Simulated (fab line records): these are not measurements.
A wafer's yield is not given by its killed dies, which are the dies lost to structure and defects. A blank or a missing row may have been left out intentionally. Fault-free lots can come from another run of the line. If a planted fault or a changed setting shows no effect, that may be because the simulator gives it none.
A struck lot beside a sound one :: flow nand harc :: 40 out of 1302 route steps
Sound: wafers L976.3, L976.4, L976.5. Struck: wafer L970.1 (L970.3, L970.4, from the same lot, were not struck and are left out); the cause is given at the end.
For every step that has rows: the tool of each side, followed by ch and its chambers, followed by its first start. Under that, the readings that differ: sound wafers :: struck wafers :: difference of the means :: sigmas: that difference in standard deviations of wafers without a fault.
alike: a reading whose means differ by less than 2 such deviations, as well as words and numbers matching on both sides. not compared: withheld readings; readings where some wafer has no value; bounds like >300 that might hide an equal value; numbers whose values overlap and for which the record gives no deviation.
A row with sigmas, a row that says differs or no value, or rows on one side alone: a step with any of these is where the two part. Numbers that have no deviation but don't overlap get no sigmas and don't part them. Lack of a reading on every wafer of one side parts them only where that side has two or more wafers.

NHARC_P_CONTACT_CD_MEAS_19:
  sound on cd sem-03, day 12 16:38; struck on cd sem-01, day 10 07:44
  alike: cd nm
then, 4 steps without rows for these wafers: NHARC_P_CONTACT_STRIP_28 (strips in O2); NHARC_P_CONTACT_STRIP_29 (strips in post etch residue remover, time 1200 s); NHARC_P_CONTACT_DEGAS_38 (time 60 s); NHARC_P_CONTACT_PRE_CLEAN_39 (time 19.5 s).
NHARC_P_CONTACT_PVD_32: deposits Ti, target thk 5 nm, time 17.7 s.
  sound on pvd sputter-02; struck on pvd sputter-02
  alike: throttle valve pct
then, 2 steps without rows for these wafers: NHARC_P_CONTACT_ALD_22 (deposits TiN, target thk 3 nm, pulse time 1 s, ald cycles 150); NHARC_P_CONTACT_CVD_23 (deposits W, target thk 200 nm, time 557 s).
NHARC_P_CONTACT_CMP_24: polishes, t overpolish 30 s, target thk 200 nm.
  sound on cmp-01 ch 1,2,3, day 12 18:28; struck on cmp-03 ch 0, day 10 09:32
  alike: motor current A, overpolish run s, time to endpoint s
then, 1 step without rows for these wafers: NHARC_P_CONTACT_SRD_26.
NHARC_P_CONTACT_INSPECT_27:
  sound on defect inspect-01, day 12 18:50; struck on defect inspect-01, day 10 09:56
  alike: raw defect count
NHARC_P_M0_DEP_00: deposits SiOC, target thk 150 nm.
  sound on pecvd-01 ch 0,2, day 12 18:59; struck on pecvd-02 ch 0,1, day 10 10:02
then, 9 steps without rows for these wafers: NHARC_P_M0_DEHYDRATE_01 (time 120 s); NHARC_P_M0_HMDS_02 (time 30 s); NHARC_P_M0_COAT_33 (time 65 s); NHARC_P_M0_COAT_03 (resist thk 90 nm); NHARC_P_M0_SOFTBAKE_04 (time 55 s); NHARC_P_M0_EBR_05; NHARC_P_M0_EXPOSE_06 (exposes mask P M0, target cd 90 nm); NHARC_P_M0_PEB_07 (peb time 65 s); NHARC_P_M0_DEVELOP_08 (develop time 35 s).
NHARC_P_M0_CD_MEAS_09: the cd target is 90 nm.
  sound on cd sem-03 ch 0, day 12 19:44; struck on cd sem-03 ch 0, day 10 10:42
reading: cd nm (nm)
sound: 90.5 90.2 90.5
struck: 88.7
difference: -1.7
sigmas: -3
NHARC_P_M0_OVL_MEAS_10: pitch 180 nm.
  sound on overlay-01, day 12 19:49; struck on overlay-01, day 10 10:47
  alike: overlay x nm, overlay y nm
NHARC_P_M0_INSPECT_11:
  sound on defect inspect-01, day 12 19:52; struck on defect inspect-02, day 10 10:50
  alike: raw defect count
NHARC_P_M0_DESCUM_14: chemistry O2, time 3 s.
  sound on rie diel-08 ch 1,2,3, day 12 19:56; struck on rie diel-05 ch 1, day 10 10:53
  alike: drypump motor current A, mfc ar sccm, oes product au, rf vpp V, showerhead plenum p Torr, throttle valve pct
  not compared: rf hours counter h
then, 1 step without rows for these wafers: NHARC_P_M0_ETCH_34 (etches the open film in N2/H2, target depth 40 nm, overetch 12 nm, time 43.94 s).
NHARC_P_M0_ETCH_15: etches the open film in C4F8/Ar, target depth 150 nm, overetch 15 nm, time 82.5 s.
  sound on rie diel-08 ch 0,3; struck on rie diel-05 ch 1
  alike: oes product au, rf vpp V
  not compared: rf hours counter h
NHARC_P_M0_CD_MEAS_16:
  sound on cd sem-01, day 12 20:14; struck on cd sem-01, day 10 11:11
reading: cd nm (nm)
sound: 90.5 89.4 90.2
struck: 87.5
difference: -2.5
sigmas: -3
then, 8 steps without rows for these wafers: NHARC_P_M0_STRIP_18 (strips in N2/H2); NHARC_P_M0_STRIP_19 (strips in post etch residue remover, time 600 s); NHARC_P_M0_DEGAS_28 (time 60 s); NHARC_P_M0_PRE_CLEAN_29 (time 30 s); NHARC_P_M0_PVD_20 (deposits TaN, target thk 5 nm, time 8.06 s); NHARC_P_M0_PVD_21 (deposits Cu, target thk 30 nm, time 20.49 s); NHARC_P_M0_ECD_22 (material Cu, target thk 400 nm); NHARC_P_M0_ANNEAL_30 (time 90 s).
NHARC_P_M0_CMP_23: polishes, t overpolish 20 s, target thk 117.54 nm.
  sound on cmp-04 ch 0,1,2, day 12 21:56; struck on cmp-04 ch 1, day 10 13:02
  alike: motor current A, time to endpoint s
then, 1 step without rows for these wafers: NHARC_P_M0_SRD_25.
NHARC_P_M0_INSPECT_27:
  sound on defect inspect-01, day 12 22:25; struck on defect inspect-02, day 10 13:30
  alike: raw defect count
-- jump in the record: it breaks off in module P_M0 and resumes in module END (first step shown: number 1302 of the route), and 18 days separate the struck wafers' starts before and after --
NHARC_END_SORT_01:
  the record has rows for the struck wafers here (prober-01 ch 0, day 28 10:26) and none for the sound ones

WHERE THEY PART
Last at NHARC_END_SORT_01 as far as this record goes, first at NHARC_P_M0_CD_MEAS_09.

WHY: what had been put in by the simulator
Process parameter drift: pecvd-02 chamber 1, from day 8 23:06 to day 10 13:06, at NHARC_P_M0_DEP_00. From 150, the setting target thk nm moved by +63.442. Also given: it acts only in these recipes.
